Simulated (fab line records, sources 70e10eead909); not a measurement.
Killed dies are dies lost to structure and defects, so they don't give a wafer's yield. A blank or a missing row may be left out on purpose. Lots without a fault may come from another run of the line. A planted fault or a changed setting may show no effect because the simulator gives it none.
Which tool did it? | flow nand_harc | 14 lots, 42 wafers sampled, at 5 steps of a route of 1302

WHAT THE GAUGES READ, wafer by wafer
NHARC_A_M1_INSPECT_11.
lot  | measured     | on                | raw_defect_count
L146 | day 23 17:49 | defect_inspect-01 | 17 21 16
L149 | day 23 19:22 | defect_inspect-02 | 140 122 130
L148 | day 24 00:43 | defect_inspect-02 | 152 160 141
L150 | day 24 21:33 | defect_inspect-01 | 108 108 113
L151 | day 24 23:19 | defect_inspect-01 | 65 62 60
L152 | day 25 08:22 | defect_inspect-02 | 117 129 120
L153 | day 26 03:45 | defect_inspect-02 | 37 47 28
L154 | day 26 09:49 | defect_inspect-02 | 188 172 164
L155 | day 26 14:36 | defect_inspect-02 | 91 91 70
L156 | day 26 17:47 | defect_inspect-02 | 84 76 67
L164 | day 30 12:05 | defect_inspect-01 | 30 31 38
L163 | day 30 14:55 | defect_inspect-01 | 140 135 172
L166 | day 30 18:41 | defect_inspect-01 | 122 119 113
L168 | day 32 03:53 | defect_inspect-01 | 71 88 71

NHARC_A_M1_INSPECT_27.
lot  | measured     | on                | raw_defect_count
L146 | day 23 20:30 | defect_inspect-01 | 603 403 479
L149 | day 23 22:01 | defect_inspect-02 | 550 690 453
L148 | day 24 03:21 | defect_inspect-02 | 599 653 606
L150 | day 25 00:17 | defect_inspect-02 | 493 497 514
L151 | day 25 01:58 | defect_inspect-02 | 717 483 490
L152 | day 25 11:00 | defect_inspect-02 | 583 606 580
L153 | day 26 06:24 | defect_inspect-02 | 469 341 397
L154 | day 26 12:29 | defect_inspect-02 | 576 555 506
L155 | day 26 17:21 | defect_inspect-02 | 489 567 549
L156 | day 26 20:25 | defect_inspect-02 | 642 495 667
L164 | day 30 14:53 | defect_inspect-02 | 563 696 462
L163 | day 30 17:35 | defect_inspect-01 | 538 602 485
L166 | day 30 21:20 | defect_inspect-01 | 530 492 554
L168 | day 32 06:34 | defect_inspect-01 | 474 637 425

WHICH TOOL RAN EACH LOT (tool, then ch and the chambers of the sampled wafers, then the start)
lot  | NHARC_A_M1_ETCH_35                 | NHARC_A_M1_ECD_22              | NHARC_A_M1_CMP_23
L146 | rie_diel-02 ch 1,2,3, day 23 17:58 | ecd_cu-02 ch 1, day 23 19:18   | cmp-03 ch 1,3, day 23 20:04
L149 | rie_diel-11 ch 1,2, day 23 19:31   | ecd_cu-01 ch 0,1, day 23 20:50 | cmp-04 ch 0,1,3, day 23 21:36
L148 | rie_diel-02 ch 0,1,3, day 24 00:53 | ecd_cu-01 ch 0,1, day 24 02:13 | cmp-02 ch 2,3, day 24 02:53
L150 | rie_diel-04 ch 0,1, day 24 21:44   | ecd_cu-01 ch 0,1, day 24 23:09 | cmp-04 ch 0,1,3, day 24 23:53
L151 | rie_diel-04 ch 0,1, day 24 23:28   | ecd_cu-02 ch 0,1, day 25 00:55 | cmp-03 ch 0,1,2, day 25 01:32
L152 | rie_diel-02 ch 0,1,2, day 25 08:31 | ecd_cu-01 ch 0,1, day 25 09:49 | cmp-03 ch 1,2,3, day 25 10:32
L153 | rie_diel-04 ch 1,2,3, day 26 03:53 | ecd_cu-02 ch 0,1, day 26 05:15 | cmp-04 ch 1,3, day 26 05:58
L154 | rie_diel-04 ch 0,2, day 26 09:58   | ecd_cu-02 ch 1, day 26 11:17   | cmp-04 ch 1,2,3, day 26 12:01
L155 | rie_diel-02 ch 0,2, day 26 14:47   | ecd_cu-02 ch 0,1, day 26 16:10 | cmp-04 ch 0,2, day 26 16:55
L156 | rie_diel-04 ch 0,1, day 26 17:55   | ecd_cu-02 ch 0,1, day 26 19:22 | cmp-04 ch 2,3, day 26 19:56
L164 | rie_diel-11 ch 0,1,2, day 30 12:15 | ecd_cu-02 ch 0,1, day 30 13:44 | cmp-03 ch 1,3, day 30 14:25
L163 | rie_diel-02 ch 1,2, day 30 15:06   | ecd_cu-02 ch 0,1, day 30 16:24 | cmp-03 ch 1,3, day 30 17:09
L166 | rie_diel-11 ch 0,1,2, day 30 18:50 | ecd_cu-01 ch 0,1, day 30 20:08 | cmp-02 ch 1,3, day 30 20:52
L168 | rie_diel-04 ch 0,2,3, day 32 04:02 | ecd_cu-01 ch 0,1, day 32 05:22 | cmp-03 ch 0,1,2, day 32 06:07
- NHARC_A_M1_ETCH_35: etches the open film in N2/H2, target depth 40 nm, overetch 12 nm, time 43.94 s.
- NHARC_A_M1_ECD_22: material Cu, target thk 400 nm.
- NHARC_A_M1_CMP_23: polishes, t overpolish 20 s, target thk 154.34 nm.

WHAT THE TOOLS THEMSELVES READ (means of the sampled wafers that have a number; where no wafer has one, the mark that the record gives instead)
NHARC_A_M1_ETCH_35.
lot  | tool        | chamber_pressure_mTorr (mTorr) | drypump_motor_current_A (A) | oes_product_au (a.u.) | rf_vpp_V (V) | showerhead_plenum_p_Torr (Torr) | throttle_valve_pct (%)
L146 | rie_diel-02 | 29.967                         | 5.8                         | 1.006                 | 431.3        | 2.10                            | 14.166
L149 | rie_diel-11 | 30.013                         | 6.1                         | 0.995                 | 428.9        | 1.99                            | 14.173
L148 | rie_diel-02 | 29.967                         | 6.2                         | 1.012                 | 432.2        | 2.08                            | 14.173
L150 | rie_diel-04 | 30.006                         | 5.9                         | 0.998                 | 432.8        | 2.11                            | 14.179
L151 | rie_diel-04 | 29.985                         | 5.9                         | 1.002                 | 432.1        | 2.11                            | 14.180
L152 | rie_diel-02 | 30.000                         | 6.0                         | 1.006                 | 430.3        | 2.05                            | 14.172
L153 | rie_diel-04 | 29.984                         | 5.7                         | 1.006                 | 430.4        | 2.03                            | 14.163
L154 | rie_diel-04 | 29.970                         | 6.4                         | 1.000                 | 427.6        | 1.95                            | 14.167
L155 | rie_diel-02 | 30.006                         | 5.8                         | 1.008                 | 430.3        | 2.03                            | 14.163
L156 | rie_diel-04 | 30.008                         | 6.2                         | 1.001                 | 431.1        | 2.04                            | 14.173
L164 | rie_diel-11 | 30.016                         | 5.9                         | 1.000                 | 431.2        | 2.05                            | 14.175
L163 | rie_diel-02 | 30.006                         | 5.7                         | 1.011                 | 431.1        | 2.06                            | 14.178
L166 | rie_diel-11 | 30.009                         | 5.9                         | 1.007                 | 430.5        | 2.05                            | 14.182
L168 | rie_diel-04 | 29.992                         | 6.1                         | 0.993                 | 427.8        | 1.97                            | 14.174

NHARC_A_M1_CMP_23.
lot  | tool   | motor_current_A (A) | time_to_endpoint_s (s)
L146 | cmp-03 | 13.3                | 26.2
L149 | cmp-04 | 11.2                | 27.3
L148 | cmp-02 | 12.5                | 27.2
L150 | cmp-04 | 11.0                | 29.1
L151 | cmp-03 | 12.4                | 26.3
L152 | cmp-03 | 13.0                | 30.3
L153 | cmp-04 | 12.0                | 29.7
L154 | cmp-04 | 11.3                | 29.3
L155 | cmp-04 | 10.2                | 28.0
L156 | cmp-04 | 11.1                | 26.3
L164 | cmp-03 | 13.0                | 24.9
L163 | cmp-03 | 13.3                | 23.2
L166 | cmp-02 | 12.1                | 27.4
L168 | cmp-03 | 12.2                | 29.7

THE ANSWER, worked out from the rows above alone
Rule: what is usual is taken from the lots themselves. Put in order of their means at a reading, lots are off if they are a third of the lots or fewer, leave a main group of 4 or more, and stand apart from it by a gap of 3 or more times the standard deviation of the main group's means; of several such gaps the widest counts. A main group whose means are all the same, to the digits that the tables above print for the reading, isn't used. A lot without any number at a reading at which 4 lots or more have one is off too. The other lots that the step has rows for count as sound. The gauges are gone through in route order, then the tools' own readings, and for those a lot's mean is taken as printed above. The first step at which some lot is off is used, and at that step the reading that is off furthest; a lot without a number counts as furthest.
No lot is off at any reading shown: from this, nothing can be told.

WHAT THE SIMULATOR HAD PUT IN
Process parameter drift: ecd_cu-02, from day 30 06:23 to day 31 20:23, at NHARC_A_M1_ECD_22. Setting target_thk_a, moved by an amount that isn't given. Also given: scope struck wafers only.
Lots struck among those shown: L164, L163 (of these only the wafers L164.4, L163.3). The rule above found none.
